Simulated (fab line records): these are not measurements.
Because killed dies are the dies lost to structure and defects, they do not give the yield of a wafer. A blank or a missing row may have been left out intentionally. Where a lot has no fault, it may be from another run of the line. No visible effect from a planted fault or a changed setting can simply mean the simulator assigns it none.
A lot that was struck, set against a sound lot ; flow nandHarc ; 13 out of 1302 route steps
Sound: the wafers L316.1, L316.2, L316.4. Struck: wafers L304.2, L304.3, L304.6. The cause is given at the end.
Each step with rows lists, per side, the tool, then ch with its chambers, then its first start. Under that, the readings that differ: sound wafers ; struck wafers ; difference of the means ; sigmas: that difference in standard deviations of wafers without a fault.
alike: readings whose means differ by less than 2 such deviations, and words and numbers that are the same on both sides. not compared: withheld readings, readings that some wafer has no value for, bounds like >300 that may hide the same value, and numbers for which the record gives no deviation and whose values overlap.
A row with sigmas, a row that says differs or no value, or rows on one side alone: a step with any of these is where the two part. Numbers that don't overlap but have no deviation are shown without sigmas and don't part them. Lack of a reading on every wafer of one side parts them only where that side has two or more wafers.

NHARC_A_ONON_D2_THK_MEAS_30: measures by ellipsometry.
  sound on filmMetro-01, day 18 20:18; struck on filmMetro-01, day 13 18:06
  alike: thkNm
NHARC_A_ONON_D2_DEP_33: deposits SiO2, target thk 200 nm.
  sound on pecvd-04 ch 0,1, day 18 20:22; struck on pecvd-03 ch 1,2, day 13 18:09
  alike: heaterPowerW, throttleValvePct
NHARC_A_ONON_D2_THK_MEAS_34: measures by ellipsometry.
  sound on filmMetro-02, day 18 20:46; struck on filmMetro-01, day 13 18:34
  alike: thkNm
NHARC_A_ONON_D2_INSPECT_32:
  sound on defectInspect-02, day 18 20:50; struck on defectInspect-01, day 13 18:39
  alike: rawDefectCount
NHARC_A_CHANNEL_HOLE_D2_DEP_00: deposits aC, target thk 3100 nm.
  sound on aclDep-01 ch 0, day 19 00:30; struck on aclDep-01 ch 0, day 13 23:42
  alike: throttleValvePct
NHARC_A_CHANNEL_HOLE_D2_DEP_01: deposits SiON, target thk 140 nm.
  sound on pecvd-02 ch 1,2, day 19 02:26; struck on pecvd-03 ch 1,2, day 14 01:20
  alike: heaterPowerW
then, 5 steps without rows for these wafers: NHARC_A_CHANNEL_HOLE_D2_DEHYDRATE_02 (time 120 s); NHARC_A_CHANNEL_HOLE_D2_HMDS_03 (time 30 s); NHARC_A_CHANNEL_HOLE_D2_COAT_36 (time 75 s); NHARC_A_CHANNEL_HOLE_D2_COAT_37 (time 65 s); NHARC_A_CHANNEL_HOLE_D2_COAT_04 (resist thk 90 nm).
NHARC_A_CHANNEL_HOLE_D2_SOFTBAKE_05: time 55 s.
  sound on lithoTrack-01 ch 0, day 19 02:00; struck on lithoTrack-04 ch 0, day 14 01:00
reading;sound;struck;difference;sigmas
heaterPowerTotalW (W);188.27 188.29 188.27;165.62 165.45 165.40;-22.79;-99 or more
then, 1 step without rows for these wafers: NHARC_A_CHANNEL_HOLE_D2_EBR_06.

## WHERE THEY PART
At NHARC_A_CHANNEL_HOLE_D2_SOFTBAKE_05 and nowhere else, as far as this record goes.

WHY: what the simulator had put in
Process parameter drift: lithoTrack-04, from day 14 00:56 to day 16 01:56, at NHARC_A_CHANNEL_HOLE_D2_SOFTBAKE_05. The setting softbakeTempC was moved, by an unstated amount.
